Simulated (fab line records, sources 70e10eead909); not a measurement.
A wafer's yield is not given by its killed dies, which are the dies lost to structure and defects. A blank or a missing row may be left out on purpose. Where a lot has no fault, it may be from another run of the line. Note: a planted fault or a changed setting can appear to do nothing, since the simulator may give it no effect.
Comparing a struck lot with a sound one || flow nand-harc || 14 steps out of a route of 1159
Sound: the wafers L256.1, L256.4, L256.6. Wafers L260.1, L260.3, L260.5 were the ones struck. The cause is given at the end.
For every step that has rows: the tool of each side, followed by ch and its chambers, followed by its first start. Under that, the readings that differ: sound wafers || struck wafers || difference of the means || sigmas: that difference in standard deviations of wafers without a fault.
alike: readings whose means differ by less than 2 such deviations, and words and numbers that are the same on both sides. not compared: withheld readings, readings that some wafer has no value for, bounds like >300 that may hide the same value, and numbers for which the record gives no deviation and whose values overlap.
A row with sigmas, a row that says differs or no value, or rows on one side alone: a step with any of these is where the two part. Numbers that don't overlap but have no deviation are shown without sigmas and don't part them. Lack of a reading on every wafer of one side parts them only where that side has two or more wafers.

first, 5 steps without rows for these wafers: NHARC_A_ZERO_WELL_SOFTBAKE_05 (time 70 s); NHARC_A_ZERO_WELL_EBR_06; NHARC_A_ZERO_WELL_EXPOSE_07 (exposes mask A ZERO); NHARC_A_ZERO_WELL_PEB_08 (peb time 80 s); NHARC_A_ZERO_WELL_DEVELOP_09 (time 50 s).
NHARC_A_ZERO_WELL_CD_MEAS_10: target cd 2000 nm.
  sound on cd-sem-01 ch 0, day 7 12:23; struck on cd-sem-02 ch 0, day 8 06:25
  alike: cd-nm
then, 1 step without rows for these wafers: NHARC_A_ZERO_WELL_HARDBAKE_11 (time 65 s).
NHARC_A_ZERO_WELL_DESCUM_12: chemistry O2, time 3 s.
  sound on rie-diel-04 ch 0,1,2, day 7 12:33; struck on rie-diel-12 ch 0,2, day 8 06:34
  alike: drypump-motor-current-A, mfc-ar-sccm, oes-product-au, rf-vpp-V, showerhead-plenum-p-Torr, throttle-valve-pct
  not compared: rf-hours-counter-h
NHARC_A_ZERO_WELL_ETCH_19: etches the open film in N2/H2, target depth 80 nm, overetch 24 nm, time 87.88 s.
  sound on rie-diel-04 ch 0,2,3, day 7 12:37; struck on rie-diel-12 ch 1,2, day 8 06:39
  alike: bias-w, drypump-motor-current-A, h2-flow-sccm, mfc-ar-sccm, oes-product-au, rf-vpp-V, showerhead-plenum-p-Torr, throttle-valve-pct
  not compared: rf-hours-counter-h
NHARC_A_ZERO_WELL_ETCH_13: etches the open film in HBr/Cl2, target depth 120 nm, time 40.1 s.
  sound on rie-si-02 ch 0,3, day 7 12:46; struck on rie-si-04 ch 0,1,2, day 8 06:47
  alike: bias-w, drypump-motor-current-A, oes-product-au, throttle-valve-pct
  not compared: rf-hours-counter-h
then, 1 step without rows for these wafers: NHARC_A_ZERO_WELL_STRIP_14 (strips in SPM, time 900 s).
NHARC_A_ZERO_WELL_IMPLANT_15:
  sound on implanter-02 ch 0, day 7 13:20; struck on implanter-02 ch 0, day 8 07:43
  alike: beam-energy-keV
then, 1 step without rows for these wafers: NHARC_A_ZERO_WELL_PRECLEAN_22 (cleans in SC1, time 60 s).
NHARC_END_SORT_01:
  the record has rows for the sound wafers here (prober-02 ch 0, day 19 21:52) and none for the struck ones

## WHERE THEY PART
Only at NHARC_END_SORT_01, as far as this record shows.

WHY: the cause the simulator had injected
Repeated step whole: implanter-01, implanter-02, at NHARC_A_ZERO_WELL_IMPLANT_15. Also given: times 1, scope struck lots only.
